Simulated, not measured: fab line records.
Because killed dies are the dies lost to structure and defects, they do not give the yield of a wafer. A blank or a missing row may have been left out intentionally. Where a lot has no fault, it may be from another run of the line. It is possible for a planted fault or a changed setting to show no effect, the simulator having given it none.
fab line records | flow nandHarc | part 1 of 2: steps 1 to 4 of 6
record lots=22 wafers=66 lastDay=34
route steps=1302 shown A_STAIRCASE@747
lots with no fault: from the same line, run without faults
startH: start of the lot's first displayed wafer, in hours after the record's first day | waitH: hours from the lot's prior step to this one | " as in the row above | L1.1+2: several wafers, shown together as one row | - no value present, or no start provided | * or withheld: withheld | < > ~ a bound
route shown NAME@n: names a module that has steps shown in the file, with the first one's number in the route | usual: the fault-free wafers' mean and standard deviation | same: alike in all rows | chamber/n: place in a boat | sites: the reading at each site | _std_site: how widely they spread, as a standard deviation | _edge_site: outer sites' mean less inner sites' | radiusMm: for every site, how far away it sits from the centre of the wafer | mask NAME#n: copy n | behind: the most recent tool/chamber to have shaped the wafer | hold: what put the lot on hold/how long, in hours/how the hold closed | device: the n, p or np transistor that did not switch | end of line: tests of these same wafers at the route's end | a step given without rows: its recipe and nothing more | killed: count of dies lost to structure and defects at first sort (not the wafer's yield) | map: the dies of a wafer, with x for killed, . for not killed, _ for no die there
set.NAME: the setting that was run; set.NAME@STEP: the one run at that earlier step | model.NAME: the simulator's own value behind a step, which no gauge read
route steps across a sampled set of lots; one table per step, one row per wafer
services: from which hour (startH, from the record's first day; less than 0 if before it) a tool's chamber was out of use, for how many hours, and why
## steps
# step NHARC_A_STAIRCASE_TRIM_233
# recipe timeS=211.2 o2FlowSccm=500 arFlowSccm=0 biasW=0 chemistry=O2
# usual drypumpMotorCurrentA=5.9/0.53 oesProductAu=0.999/0.0079 rfVppV=57.8/0.93 showerheadPlenumPTorr=3.51/0.17 throttleValvePct=17.036/0.0092
# columns lot.wafer tool chamber startH waitH drypumpMotorCurrentA oesProductAu rfHoursCounterH rfVppV showerheadPlenumPTorr throttleValvePct
L074.2 rieDiel-05 0 - - 5.5 0.996 40 56.4 3.66 17.024
L074.3 " 1 " " 6.7 0.996 38 57.1 3.44 17.025
L074.5 " 3 " " 5.0 0.996 - 58.4 3.29 17.030
L075.1 rieDiel-05 3 - - 5.0 0.995 44 56.3 3.29 17.023
L075.2 " 0 " " 5.5 0.998 43 57.5 3.66 17.037
L075.4 " 1 " " 6.6 0.999 40 59.7 3.44 17.032
L078.2 rieDiel-04 2 - - 5.7 0.980 18 58.1 3.54 17.028
L078.3 " 3 " " 6.2 1.001 19 58.1 3.50 17.020
L078.6 " 0 " " 5.2 1.011 - 57.4 3.35 17.037
L079.1 rieDiel-05 3 - - 5.0 0.995 56 57.5 3.28 17.037
L079.3 " 2 " " 6.3 0.982 53 59.2 3.36 17.042
L079.6 " 1 " " 6.7 0.997 - 58.5 3.43 17.033
L080.3 rieDiel-11 1 - - 5.8 1.006 50 56.6 3.64 17.028
L080.2 " 2 " " 5.6 1.007 54 57.2 3.30 17.050
L080.5 " 1 " " 5.8 1.002 - 56.8 3.64 17.033
L081.3 rieDiel-04 2 - - 5.7 0.985 27 57.8 3.53 17.055
L081.6 " 0 " " 5.2 1.008 - 56.5 3.34 17.047
L081.5 " 1 " " 5.4 1.004 - 59.0 3.76 17.048
L082.3 rieDiel-05 1 - - 6.6 0.995 8 56.6 3.42 17.054
L082.4 " 2 " " 6.4 0.995 5 56.8 3.36 17.035
L082.2 " 0 " " 5.5 1.001 8 57.5 3.65 17.044
L083.2 rieDiel-11 1 - - 5.8 0.989 3 58.3 3.64 17.039
L083.6 " 3 " " 5.8 0.997 - 57.6 3.81 17.036
L083.5 " 0 " " 6.4 0.992 - 57.8 3.47 17.057
L084.2 rieDiel-04 0 - - 5.2 0.985 37 58.1 3.34 17.023
L084.1 " 1 " " 5.4 1.006 36 57.4 3.76 17.033
L084.4 " 2 " " 5.7 0.992 36 59.0 3.53 17.032
L085.3 rieDiel-05 3 - - 5.0 0.996 24 58.0 3.79 17.044
L085.1 " 1 " " 6.7 0.990 25 57.1 3.41 17.041
L085.6 " 2 " " 6.3 1.001 - 57.9 3.36 17.038
L086.1 rieDiel-05 3 - - 4.9 1.007 28 58.0 3.79 17.032
L086.6 " 1 " " 6.6 0.992 - 56.7 3.41 17.027
L086.5 " 2 " " 6.3 0.994 - 57.1 3.35 17.041
L087.4 rieDiel-11 0 - - 6.4 1.003 15 57.3 3.47 17.044
L087.3 " 1 " " 5.8 0.993 15 56.5 3.63 17.024
L087.6 " 0 " " 6.5 0.996 - 56.6 3.47 17.046
L088.3 rieDiel-11 2 - - 5.6 1.002 17 55.7 3.28 17.028
L088.6 " 1 " " 5.8 0.997 - 58.5 3.63 17.031
L088.5 " 2 " " 5.6 1.003 - 57.6 3.28 17.018
L091.3 rieDiel-11 0 - - 6.4 0.993 26 58.6 3.46 17.038
L091.1 " 1 " " 5.8 0.986 29 56.5 3.63 17.029
L091.2 " 2 " " 5.6 1.004 27 58.5 3.28 17.050
L090.2 rieDiel-05 3 - - 4.9 1.011 39 57.4 3.79 17.030
L090.4 " 0 " " 5.5 0.992 44 58.2 3.63 17.037
L090.5 " 2 " " 6.3 1.007 - 56.6 3.35 17.037
L089.3 rieDiel-04 3 - - 6.3 0.996 55 57.8 3.48 17.032
L089.4 " 1 " " 5.4 1.003 - 58.5 3.74 17.037
L089.6 " 2 " " 5.7 0.984 - 58.1 3.52 17.025
L092.4 rieDiel-11 1 - - 5.8 1.008 38 57.9 3.62 17.030
L092.5 " 3 " " 5.8 1.012 - 58.1 3.79 17.034
L092.6 " 0 " " 6.4 1.008 - 57.0 3.46 17.041
L093.4 rieDiel-05 0 - - 5.5 0.999 52 58.6 3.62 17.035
L093.1 " 2 " " 6.3 1.002 33 58.1 3.35 17.035
L093.3 " 3 " " 4.9 1.006 47 58.0 3.78 17.029
L094.3 rieDiel-05 0 - - 5.5 1.007 53 58.7 3.62 17.030
L094.1 " 2 " " 6.3 0.996 34 57.8 3.34 17.025
L094.2 " 3 " " 5.0 1.009 48 57.5 3.78 17.028
L095.4 rieDiel-05 2 - - 6.3 1.002 42 59.1 3.34 17.040
L095.5 " 3 " " 4.9 1.010 - 60.7 3.78 17.043
L095.6 " 0 " " 5.5 1.006 - 57.2 3.62 17.026
L097.2 rieDiel-11 0 - - 6.4 0.994 52 58.2 3.45 17.047
L097.3 " 1 " " 5.8 0.999 51 58.4 3.61 17.042
L097.5 " 1 " " 5.8 0.999 - 56.9 3.61 17.026
L096.3 rieDiel-11 3 - - 5.8 1.008 52 58.6 3.78 17.037
L096.2 " 1 " " 5.8 0.996 52 57.6 3.61 17.040
L096.6 " 3 " " 5.8 1.008 - 58.5 3.78 17.032
# step NHARC_A_STAIRCASE_TRIM_235
# recipe timeS=211.2 o2FlowSccm=500 arFlowSccm=0 biasW=0 chemistry=O2
# usual drypumpMotorCurrentA=5.8/0.52 oesProductAu=1.000/0.0096 rfVppV=57.7/0.92 showerheadPlenumPTorr=3.52/0.18 throttleValvePct=17.036/0.0091
# columns lot.wafer tool chamber startH waitH drypumpMotorCurrentA oesProductAu rfHoursCounterH rfVppV showerheadPlenumPTorr throttleValvePct
L074.2 rieDiel-05 0 - - 5.5 0.995 41 55.9 3.66 17.032
L074.3 " 2 " " 6.3 0.979 36 57.3 3.37 17.039
L074.5 " 3 " " 5.0 0.994 - 57.7 3.29 17.044
L075.4 rieDiel-05 1 - - 6.7 0.996 40 56.7 3.44 17.027
L075.1 " 3 " " 4.9 0.986 44 56.8 3.29 17.038
L075.2 " 0 " " 5.5 1.001 43 57.0 3.66 17.031
L078.2 rieDiel-04 2 - - 5.7 0.987 18 58.0 3.54 17.033
L078.3 " 0 " " 5.2 0.999 16 57.7 3.35 17.035
L078.6 " 2 " " 5.7 0.982 - 57.8 3.54 17.024
L079.1 rieDiel-05 2 - - 6.3 0.982 53 57.3 3.36 17.050
L079.3 " 1 " " 6.7 0.987 57 59.2 3.43 17.056
L079.6 " 1 " " 6.6 0.996 - 58.0 3.43 17.052
L080.2 rieDiel-11 0 - - 6.4 1.011 55 57.8 3.48 17.043
L080.3 " 1 " " 5.8 1.000 50 59.1 3.64 17.017
L080.5 " 2 " " 5.6 1.006 - 56.2 3.29 17.042
L081.3 rieDiel-04 3 - - 6.3 0.993 27 58.7 3.50 17.050
L081.6 " 0 " " 5.2 0.996 - 57.7 3.34 17.021
L081.5 " 1 " " 5.4 0.995 - 57.9 3.76 17.025
L082.4 rieDiel-05 3 - - 5.0 1.005 5 58.9 3.80 17.032
L082.3 " 0 " " 5.5 1.004 8 59.3 3.65 17.026
L082.2 " 2 " " 6.3 1.001 5 57.1 3.36 17.023
L083.2 rieDiel-11 0 - - 6.5 1.010 4 58.8 3.47 17.042
L083.5 " 1 " " 5.8 0.990 - 57.1 3.64 17.033
L083.6 " 2 " " 5.5 1.006 - 57.8 3.29 17.040
L084.2 rieDiel-04 1 - - 5.4 1.016 36 58.0 3.76 17.035
L084.4 " 3 " " 6.3 1.002 37 59.2 3.49 17.036
L084.1 " 0 " " 5.2 0.999 37 56.3 3.34 17.018
L085.3 rieDiel-05 2 - - 6.4 0.990 12 57.6 3.36 17.034
L085.1 " 0 " " 5.5 0.995 28 59.7 3.64 17.021
L085.6 " 3 " " 4.9 1.006 - 57.7 3.79 17.031
L086.1 rieDiel-05 0 - - 5.5 0.996 32 57.3 3.63 17.027
L086.6 " 2 " " 6.3 1.018 - 57.3 3.35 17.045
L086.5 " 3 " " 5.0 1.011 - 58.2 3.79 17.025
L087.4 rieDiel-11 2 - - 5.5 1.002 15 57.5 3.29 17.031
L087.3 " 1 " " 5.8 0.978 15 57.8 3.63 17.033
L087.6 " 3 " " 5.8 0.991 - 58.4 3.80 17.038
L088.3 rieDiel-11 2 - - 5.5 1.005 17 57.7 3.28 17.040
L088.5 " 3 " " 5.9 1.004 - 58.1 3.80 17.036
L088.6 " 0 " " 6.4 1.004 - 58.3 3.47 17.047
L091.2 rieDiel-11 3 - - 5.8 1.010 24 58.3 3.79 17.044
L091.3 " 1 " " 5.8 0.995 29 58.9 3.63 17.035
L091.1 " 2 " " 5.5 1.000 27 57.2 3.28 17.038
L090.2 rieDiel-05 0 - - 5.5 0.995 44 57.4 3.63 17.033
L090.4 " 1 " " 6.7 0.988 41 57.1 3.40 17.045
L090.5 " 1 " " 6.7 0.995 - 57.1 3.40 17.034
L089.3 rieDiel-04 1 - - 5.4 1.012 57 58.3 3.74 17.025
L089.4 " 1 " " 5.4 1.011 - 57.4 3.74 17.021
L089.6 " 2 " " 5.7 0.992 - 58.2 3.52 17.033
L092.4 rieDiel-11 0 - - 6.4 0.995 35 56.7 3.46 17.037
L092.6 " 2 " " 5.5 1.008 - 57.3 3.28 17.042
L092.5 " 3 " " 5.8 1.013 - 58.1 3.79 17.046
L093.3 rieDiel-05 2 - - 6.3 1.012 34 57.3 3.34 17.044
L093.4 " 3 " " 5.0 1.008 47 56.2 3.78 17.038
L093.1 " 0 " " 5.5 1.013 52 59.0 3.62 17.034
L094.3 rieDiel-05 0 - - 5.5 1.008 53 57.8 3.62 17.055
L094.1 " 1 " " 6.6 0.995 49 56.9 3.40 17.027
L094.2 " 2 " " 6.4 1.007 34 57.8 3.34 17.029
L095.4 rieDiel-05 3 - - 5.0 1.012 56 58.1 3.78 17.050
L095.6 " 0 " " 5.5 1.018 - 58.1 3.62 17.038
L095.5 " 1 " " 6.7 1.015 - 56.7 3.40 17.032
L097.3 rieDiel-11 2 - - 5.6 0.994 53 57.8 3.27 17.042
L097.2 " 0 " " 6.5 0.991 52 56.2 3.45 17.036
L097.5 " 2 " " 5.5 0.992 - 56.9 3.27 17.038
L096.3 rieDiel-11 3 - - 5.8 0.998 52 57.6 3.78 17.028
L096.2 " 1 " " 5.8 0.990 52 58.2 3.61 17.015
L096.6 " 0 " " 6.5 1.006 - 57.9 3.45 17.044
# step NHARC_A_STAIRCASE_DEP_259
# recipe targetThkA=300 targetThkNm=30 tempC=400 pressureTorr=3.5 flowSccm=200 rfW=350 material=SiON
# usual heaterPowerW=801/100 showerheadVppV=1152/46
# columns lot.wafer tool chamber startH waitH heaterPowerW showerheadVppV
L074.3 pecvd-01 0 368.29 0.9 825 1217
L074.2 " 1 " " 869 1087
L074.5 " 0 " " 819 1222
L075.2 pecvd-01 2 376.34 1.3 760 1173
L075.1 " 0 " " 954 1190
L075.4 " 2 " " 762 1174
L078.2 pecvd-04 1 407.87 1.3 665 1117
L078.3 " 0 " " 932 1138
L078.6 " 2 " " 772 1118
L079.3 pecvd-03 2 409.25 1.0 656 1109
L079.1 " 0 " " 724 1188
L079.6 " 2 " " 666 1119
L080.3 pecvd-03 2 428.30 0.9 665 1117
L080.2 " 0 " " 727 1214
L080.5 " 0 " " 745 1182
L081.3 pecvd-01 0 441.81 0.9 853 1210
L081.6 " 1 " " 850 1093
L081.5 " 2 " " 846 1165
L082.3 pecvd-03 0 444.71 1.0 679 1195
L082.2 " 2 " " 646 1135
L082.4 " 2 " " 645 1129
L083.2 pecvd-04 1 465.46 1.3 772 1145
L083.6 " 1 " " 787 1129
L083.5 " 2 " " 794 1104
L084.1 pecvd-04 1 472.72 1.6 716 1121
L084.2 " 2 " " 649 1124
L084.4 " 0 " " 976 1125
L085.1 pecvd-01 2 486.96 1.5 859 1149
L085.3 " 0 " " 962 1202
L085.6 " 1 " " 827 1077
L086.1 pecvd-03 2 497.40 1.6 629 1117
L086.6 " 0 " " 739 1183
L086.5 " 1 " " 697 1215
L087.3 pecvd-04 0 497.94 0.9 983 1120
L087.4 " 1 " " 668 1130
L087.6 " 2 " " 736 1133
L088.3 pecvd-03 2 509.59 1.0 734 1098
L088.5 " 0 " " 755 1196
L088.6 " 1 " " 693 1228
L091.2 pecvd-01 1 530.53 1.2 870 1093
L091.1 " 2 " " 821 1151
L091.3 " 0 " " 898 1201
L090.2 pecvd-01 1 531.30 1.3 868 1093
L090.5 " 0 " " 841 1203
L090.4 " 1 " " 860 1111
L089.3 pecvd-04 0 533.16 1.0 871 1136
L089.6 " 1 " " 749 1140
L089.4 " 2 " " 746 1123
L092.4 pecvd-01 2 550.99 0.8 901 1157
L092.6 " 0 " " 895 1220
L092.5 " 2 " " 899 1146
L093.3 pecvd-04 1 559.21 0.9 730 1113
L093.1 " 0 " " 947 1131
L093.4 " 0 " " 973 1117
L094.3 pecvd-01 1 562.01 0.9 882 1096
L094.1 " 2 " " 929 1157
L094.2 " 0 " " 939 1214
L095.5 pecvd-04 0 586.95 0.4 995 1126
L095.4 " 1 " " 723 1120
L095.6 " 2 " " 764 1122
L097.3 pecvd-04 1 606.99 0.9 711 1139
L097.2 " 0 " " 955 1131
L097.5 " 2 " " 804 1120
L096.2 pecvd-03 1 608.94 1.3 697 1247
L096.3 " 0 " " 720 1227
L096.6 " 0 " " 720 1190
# step NHARC_A_STAIRCASE_ETCH_451
# recipe targetDepthA=300 overetchA=30 timeS=16.5 ionEnergyEv=100 cf4FlowSccm=80 o2FlowSccm=20 arFlowSccm=0 rfW=300 biasW=100 chemistry=CF4/O2
# usual cf4FlowSccm=79.99/0.23 drypumpMotorCurrentA=5.8/0.5 oesProductAu=1.001/0.0094 rfVppV=197.8/1.7 showerheadPlenumPTorr=1.33/0.067 throttleValvePct=13.398/0.008
# columns lot.wafer tool chamber startH waitH cf4FlowSccm drypumpMotorCurrentA oesProductAu rfHoursCounterH rfVppV showerheadPlenumPTorr throttleValvePct
L074.2 rieDiel-04 3 - - 80.09 6.3 1.003 4 197.3 1.33 13.400
L074.3 " 1 " " 80.24 5.4 1.007 2 200.8 1.43 13.402
L074.5 " 3 " " 80.05 6.2 0.995 - 198.6 1.33 13.391
L075.1 rieDiel-11 3 - - 79.72 5.8 1.033 17 196.5 1.24 13.391
L075.2 " 0 " " 80.10 6.4 1.007 40 198.6 1.32 13.389
L075.4 " 1 " " 79.77 5.8 1.012 43 197.4 1.38 13.403
L078.2 rieDiel-04 0 - - 80.14 5.2 1.005 17 194.7 1.26 13.412
L078.3 " 1 " " 80.53 5.4 1.010 15 199.2 1.43 13.402
L078.6 " 1 " " 80.05 5.4 0.999 - 200.4 1.43 13.402
L079.1 rieDiel-11 1 - - 80.32 5.8 0.993 47 197.2 1.38 13.394
L079.3 " 3 " " 80.05 5.8 1.008 29 195.3 1.24 13.401
L079.6 " 1 " " 80.02 5.8 1.004 - 201.0 1.38 13.416
L080.3 rieDiel-05 3 - - 80.18 5.0 1.009 4 199.5 1.44 13.392
L080.2 " 2 " " 80.27 6.3 1.003 4 197.2 1.27 13.395
L080.5 " 3 " " 80.21 5.0 1.003 - 201.0 1.45 13.391
L081.3 rieDiel-11 0 - - 80.10 6.4 1.003 0 196.8 1.32 13.403
L081.6 " 0 " " 79.81 6.4 0.997 - 196.3 1.31 13.389
L081.5 " 1 " " 79.98 5.8 1.000 - 199.4 1.38 13.392
L082.3 rieDiel-05 3 - - 80.13 4.9 1.003 10 198.9 1.44 13.406
L082.4 " 1 " " 79.69 6.6 1.001 11 196.8 1.29 13.388
L082.2 " 2 " " 79.84 6.3 0.998 8 196.1 1.27 13.414
L083.2 rieDiel-11 2 - - 79.88 5.5 1.003 7 196.3 1.24 13.398
L083.6 " 0 " " 79.91 6.4 1.004 - 197.5 1.31 13.382
L083.5 " 1 " " 80.00 5.8 0.991 - 198.0 1.38 13.405
L084.1 rieDiel-05 1 - - 80.03 6.6 0.990 23 196.6 1.29 13.400
L084.4 " 2 " " 80.28 6.3 0.990 10 197.1 1.27 13.404
L084.2 " 3 " " 79.46 4.9 1.001 22 199.2 1.44 13.399
L085.3 rieDiel-05 1 - - 79.78 6.6 0.992 27 195.7 1.29 13.400
L085.1 " 0 " " 79.79 5.5 1.010 30 198.7 1.38 13.401
L085.6 " 1 " " 80.04 6.7 0.992 - 196.4 1.29 13.385
L086.1 rieDiel-05 2 - - 80.25 6.3 0.998 17 195.8 1.27 13.390
L086.5 " 0 " " 80.12 5.5 1.005 - 199.5 1.38 13.392
L086.6 " 1 " " 79.85 6.6 0.991 - 197.3 1.29 13.406
L087.3 rieDiel-04 1 - - 80.02 5.3 1.012 46 199.7 1.42 13.393
L087.4 " 3 " " 79.64 6.2 1.018 44 197.2 1.32 13.394
L087.6 " 1 " " 79.99 5.3 1.010 - 200.4 1.42 13.407
L088.3 rieDiel-11 2 - - 79.97 5.6 1.009 19 194.9 1.24 13.392
L088.5 " 2 " " 79.95 5.6 1.001 - 195.5 1.24 13.410
L088.6 " 3 " " 80.22 5.8 1.008 - 199.2 1.44 13.405
L091.1 rieDiel-05 0 - - 79.98 5.5 0.997 46 201.2 1.37 13.399
L091.3 " 1 " " 80.06 6.7 0.979 42 196.6 1.29 13.399
L091.2 " 3 " " 79.98 4.9 1.009 40 198.5 1.44 13.392
L090.4 rieDiel-11 2 - - 79.69 5.5 0.998 29 195.4 1.24 13.392
L090.2 " 0 " " 80.28 6.5 0.978 27 197.4 1.31 13.417
L090.5 " 1 " " 79.94 5.8 0.984 - 199.0 1.37 13.397
L089.4 rieDiel-11 2 - - 79.98 5.6 1.009 30 194.8 1.24 13.406
L089.3 " 3 " " 79.97 5.9 1.013 26 200.8 1.44 13.394
L089.6 " 0 " " 80.18 6.4 0.990 - 195.8 1.31 13.402
L092.5 rieDiel-04 1 - - 79.75 5.3 0.998 - 200.3 1.42 13.381
L092.6 " 2 " " 80.10 5.7 1.006 - 198.5 1.33 13.417
L092.4 " 3 " " 80.27 6.3 1.009 - 197.2 1.32 13.391
L093.3 rieDiel-11 2 - - 79.80 5.5 1.004 37 195.2 1.23 13.388
L093.4 " 3 " " 79.68 5.8 1.007 34 200.7 1.44 13.384
L093.1 " 0 " " 80.16 6.4 1.013 38 198.3 1.31 13.405
L094.3 rieDiel-05 0 - - 79.25 5.5 1.018 55 197.5 1.37 13.402
L094.2 " 1 " " 80.12 6.6 0.992 51 198.3 1.28 13.375
L094.1 " 2 " " 79.85 6.3 1.002 38 195.5 1.26 13.404
L095.4 rieDiel-04 3 - - 80.08 6.2 1.005 15 198.8 1.31 13.397
L095.6 " 3 " " 80.00 6.2 1.006 - 197.0 1.31 13.396
L095.5 " 0 " " 80.27 5.2 1.004 - 197.5 1.25 13.399
L097.2 rieDiel-04 3 - - 79.97 6.2 1.005 22 198.6 1.31 13.396
L097.3 " 0 " " 80.14 5.2 1.001 10 196.4 1.25 13.405
L097.5 " 1 " " 79.59 5.4 1.003 - 200.3 1.41 13.399
L096.3 rieDiel-04 2 - - 79.84 5.7 1.001 24 198.0 1.32 13.395
L096.2 " 0 " " 80.02 5.2 0.997 11 195.9 1.25 13.389
L096.6 " 2 " " 80.19 5.7 1.008 - 197.1 1.32 13.395
